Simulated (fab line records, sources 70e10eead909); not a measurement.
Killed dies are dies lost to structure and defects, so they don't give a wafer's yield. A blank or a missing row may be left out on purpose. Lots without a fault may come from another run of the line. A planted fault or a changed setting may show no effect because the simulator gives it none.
Chamber matching | flow nand_harc | NHARC_A_STAIRCASE_DEP_259 on pecvd-01: 3 sister chambers
The step deposits SiON, target thk 30 nm. 16 wafers are shown with their chamber, then 8 later ones without.

WAFERS WITH THEIR CHAMBER
wafer  | chamber | showerhead_vpp_V (V) | heater_power_w (W)
L074.2 | 1       | 1087                 | 869
L074.3 | 0       | 1217                 | 825
L074.5 | 0       | 1222                 | 819
L075.1 | 0       | 1190                 | 954
L075.2 | 2       | 1173                 | 760
L075.4 | 2       | 1174                 | 762
L081.3 | 0       | 1210                 | 853
L081.5 | 2       | 1165                 | 846
L081.6 | 1       | 1093                 | 850
L085.1 | 2       | 1149                 | 859
L085.3 | 0       | 1202                 | 962
L085.6 | 1       | 1077                 | 827
L091.1 | 2       | 1151                 | 821
L091.2 | 1       | 1093                 | 870
L091.3 | 0       | 1201                 | 898
L090.2 | 1       | 1093                 | 868

SIGNATURES (means of the wafers above)
reading          | chamber 0 | chamber 1 | chamber 2 | scatter within a chamber
showerhead_vpp_V | 1207.00   | 1088.60   | 1162.40   | 10.5
heater_power_w   | 885.17    | 856.80    | 809.60    | 47.9
Rule: a wafer's distance from a chamber is the root of the sum, over the readings, of the square of ((its reading less the chamber's mean) divided by the reading's scatter). The wafer belongs to the nearest chamber; if the next one is less than 2 further off, it can't be placed. The scatter: the root of (the sum of the squares of (reading less its chamber's mean) over the shown wafers, divided by (wafers less chambers)).

WAFERS WITHOUT THEIR CHAMBER
wafer  | showerhead_vpp_V (V) | heater_power_w (W)
L090.4 | 1111                 | 860
L090.5 | 1203                 | 841
L092.4 | 1157                 | 901
L092.5 | 1146                 | 899
L092.6 | 1220                 | 895
L094.1 | 1157                 | 929
L094.2 | 1214                 | 939
L094.3 | 1096                 | 882

WHICH CHAMBER EACH WENT THROUGH
wafer  | from the rows above | in truth
L090.4 | 1                   | 1
L090.5 | 0                   | 0
L092.4 | 2                   | 2
L092.5 | 2                   | 2
L092.6 | 0                   | 0
L094.1 | 2                   | 2
L094.2 | 0                   | 0
L094.3 | 1                   | 1
Placed correctly: 8 of 8. Can't be placed from these rows: 0. Placed wrongly: 0.
